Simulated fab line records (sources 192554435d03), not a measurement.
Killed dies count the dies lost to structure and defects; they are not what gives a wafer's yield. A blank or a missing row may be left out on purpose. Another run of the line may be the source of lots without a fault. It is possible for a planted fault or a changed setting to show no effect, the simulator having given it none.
Lot-split experiment :: flow n5 finfet :: 7 lots, 21 wafers read, on a route of 1938 steps

## THE SPLIT
At N5_BEOL_M10_VIA_ETCH_34 (etches SiCOH lowk in C4F6/O2, target depth 184.5 nm, time 69.2 s), the setting time s was moved away from the recipe's 69.2 s on 7 of the 21 wafers read, by -12.3% to +13.5%. For the rest of the wafers, this setting stayed at what the recipe calls for.

The reading is taken at the split's own step.

## THE READING
etch.depth nm (the simulator's own value, which no gauge read), in nm, at N5_BEOL_M10_VIA_ETCH_34 (etches SiCOH lowk in C4F6/O2, target depth 184.5 nm, time 69.2 s). No usual value for it is given in the file. The 14 wafers here that ran the recipe average 183.8 nm, standard deviation 4.3 nm.

wafer: L075.1
tool, chamber at the split: rie diel-05, 3
time s as run, s: 69.2
against the recipe: recipe
etch.depth nm, nm: 184.7
against lot-mates on the recipe: -

wafer: L075.4
tool, chamber at the split: rie diel-05, 0
time s as run, s: 69.2
against the recipe: recipe
etch.depth nm, nm: 184.6
against lot-mates on the recipe: -

wafer: L075.6
tool, chamber at the split: rie diel-05, 0
time s as run, s: 69.2
against the recipe: recipe
etch.depth nm, nm: 183.5
against lot-mates on the recipe: -

wafer: L076.1
tool, chamber at the split: rie diel-01, 1
time s as run, s: 69.2
against the recipe: recipe
etch.depth nm, nm: 178.9
against lot-mates on the recipe: -

wafer: L076.4
tool, chamber at the split: rie diel-01, 3
time s as run, s: 78.52
against the recipe: +13.5%
etch.depth nm, nm: 209.4
against lot-mates on the recipe: +30.5

wafer: L076.6
tool, chamber at the split: rie diel-01, 1
time s as run, s: 78.52
against the recipe: +13.5%
etch.depth nm, nm: 203.4
against lot-mates on the recipe: +24.5

wafer: L078.1
tool, chamber at the split: rie diel-01, 3
time s as run, s: 69.2
against the recipe: recipe
etch.depth nm, nm: 180.4
against lot-mates on the recipe: -

wafer: L078.2
tool, chamber at the split: rie diel-01, 1
time s as run, s: 69.2
against the recipe: recipe
etch.depth nm, nm: 175.1
against lot-mates on the recipe: -

wafer: L078.6
tool, chamber at the split: rie diel-01, 1
time s as run, s: 75.9
against the recipe: +9.7%
etch.depth nm, nm: 192.1
against lot-mates on the recipe: +14.3

wafer: L085.1
tool, chamber at the split: rie diel-05, 2
time s as run, s: 77.03
against the recipe: +11.3%
etch.depth nm, nm: 206.9
against lot-mates on the recipe: +19.5

wafer: L085.4
tool, chamber at the split: rie diel-05, 1
time s as run, s: 69.2
against the recipe: recipe
etch.depth nm, nm: 188.8
against lot-mates on the recipe: -

wafer: L085.5
tool, chamber at the split: rie diel-05, 2
time s as run, s: 69.2
against the recipe: recipe
etch.depth nm, nm: 185.9
against lot-mates on the recipe: -

wafer: L089.3
tool, chamber at the split: rie diel-01, 2
time s as run, s: 60.71
against the recipe: -12.3%
etch.depth nm, nm: 167.7
against lot-mates on the recipe: -9.8

wafer: L089.5
tool, chamber at the split: rie diel-01, 0
time s as run, s: 60.71
against the recipe: -12.3%
etch.depth nm, nm: 158.4
against lot-mates on the recipe: -19.1

wafer: L089.6
tool, chamber at the split: rie diel-01, 1
time s as run, s: 69.2
against the recipe: recipe
etch.depth nm, nm: 177.5
against lot-mates on the recipe: -

wafer: L093.4
tool, chamber at the split: rie diel-05, 2
time s as run, s: 69.2
against the recipe: recipe
etch.depth nm, nm: 189.1
against lot-mates on the recipe: -

wafer: L093.5
tool, chamber at the split: rie diel-05, 3
time s as run, s: 69.2
against the recipe: recipe
etch.depth nm, nm: 186.4
against lot-mates on the recipe: -

wafer: L093.6
tool, chamber at the split: rie diel-05, 2
time s as run, s: 69.2
against the recipe: recipe
etch.depth nm, nm: 187.6
against lot-mates on the recipe: -

wafer: L097.3
tool, chamber at the split: rie diel-06, 3
time s as run, s: 69.2
against the recipe: recipe
etch.depth nm, nm: 182.3
against lot-mates on the recipe: -

wafer: L097.5
tool, chamber at the split: rie diel-06, 0
time s as run, s: 63.2
against the recipe: -8.7%
etch.depth nm, nm: 161.7
against lot-mates on the recipe: -23.8

wafer: L097.6
tool, chamber at the split: rie diel-06, 1
time s as run, s: 69.2
against the recipe: recipe
etch.depth nm, nm: 188.7
against lot-mates on the recipe: -

FIT RESULTS
A straight line over all 21 wafers: etch.depth nm changes by +1.73 nm for each +1% of time s; r = +0.93; the points scatter about the line by 4.9 nm.
The same after taking each lot's own level away (the mean of its wafers on the recipe; 21 wafers): +1.72 nm for each +1%; r = +0.95; scatter 4 nm.
The reading moves by 23 nm for the largest change in time s, on that fit.
Across the lots, their own levels run from 177.50 to 187.70 nm, a range of 2.4 times the standard deviation given above.
So the lot-to-lot level changes the slope little: the two slopes agree.
Check: for one of the wafers moved furthest among these (+13.5%), held out of the fit, the line's prediction against its lot-mates is +21.8 nm. It came out at +30.5 nm against them.

## THE OTHER SPLITS THESE WAFERS WENT THROUGH
Other splits were also applied to these wafers ahead of the reading. Each is held against what the fit with the lots' levels taken away leaves over:
other split on the same wafers: N5_BEOL_M7_ETCH_62 source w
wafers away from the commonest value: 10
r with etch.depth nm (lot level and that fit taken away): +0.30

other split on the same wafers: N5_BEOL_M8_COAT_22 spin rpm
wafers away from the commonest value: 7
r with etch.depth nm (lot level and that fit taken away): -0.10

other split on the same wafers: N5_BEOL_M10_COAT_63 spin rpm
wafers away from the commonest value: 2
r with etch.depth nm (lot level and that fit taken away): -0.15

other split on the same wafers: N5_BEOL_M10_PEB_26 peb time s
wafers away from the commonest value: 5
r with etch.depth nm (lot level and that fit taken away): +0.24

## THE WHOLE CHAIN: every reading that the file lists as answering this split, in the file's order
step: N5_BEOL_M10_VIA_ETCH_34
what it does: etches SiCOH lowk in C4F6/O2, target depth 184.5 nm, time 69.2 s
reading: etch.depth nm (the simulator's own value, which no gauge read)
change (the file's fit): +1.77 nm for each +1% of the setting
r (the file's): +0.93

step: N5_BEOL_M10_VIA_ETCH_34
what it does: etches SiCOH lowk in C4F6/O2, target depth 184.5 nm, time 69.2 s
reading: SOC_of_BEOL_M10_COAT_63.thk nm (the simulator's own value, which no gauge read)
change (the file's fit): -0.0766 nm for each +1% of the setting, in a fit together with spin rpm@BEOL_M10_COAT_63
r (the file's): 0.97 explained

## FILE'S OWN FIT
etch.depth nm changes by +1.77 nm for each +1% of time s, r = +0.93.
